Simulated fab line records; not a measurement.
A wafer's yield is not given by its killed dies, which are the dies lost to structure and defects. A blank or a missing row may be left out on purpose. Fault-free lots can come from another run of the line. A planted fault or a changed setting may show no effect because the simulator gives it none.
Matching of chambers ; flow n5 finfet ; N5_BEOL_M1_STRIP_66 on rie diel-02 has 4 sister chambers
The step strips in CF4. 4 wafers are shown with their chamber, then 11 later ones without.

## WAFERS, EACH WITH ITS CHAMBER
wafer;chamber;showerhead plenum p Torr (Torr)
L076.6;0;1.69
L089.1;2;1.85
L089.4;3;1.76
L091.3;1;1.89

## WAFERS WITHOUT THEIR CHAMBER
wafer;showerhead plenum p Torr (Torr)
L091.4;1.75
L091.5;1.76
L092.1;1.89
L092.2;1.68
L092.3;1.75
L092.4;1.85
L092.5;1.85
L092.6;1.89
L095.1;1.85
L095.2;1.89
L095.6;1.85

## CHAMBER TAKEN BY EACH
wafer;from the rows above;in truth
L091.4;3;3
L091.5;3;3
L092.1;1;1
L092.2;0;0
L092.3;3;3
L092.4;2;2
L092.5;2;2
L092.6;1;1
L095.1;2;2
L095.2;1;1
L095.6;2;2
Correctly placed: 11 of 11. Left unplaced by these rows: 0. 0 placed wrongly.
How it was worked out, from the rows above alone: a wafer's distance from a chamber is the root of the sum, over the readings, of the square of ((its reading less the chamber's mean) divided by the reading's scatter). The wafer belongs to the nearest chamber; if the next one is less than 2 further off, it can't be placed. A chamber's mean is the mean of its shown wafers. The scatter (one wafer shown for each chamber): square how far every hidden wafer sits from the nearest shown wafer, average those squares and take the square root.
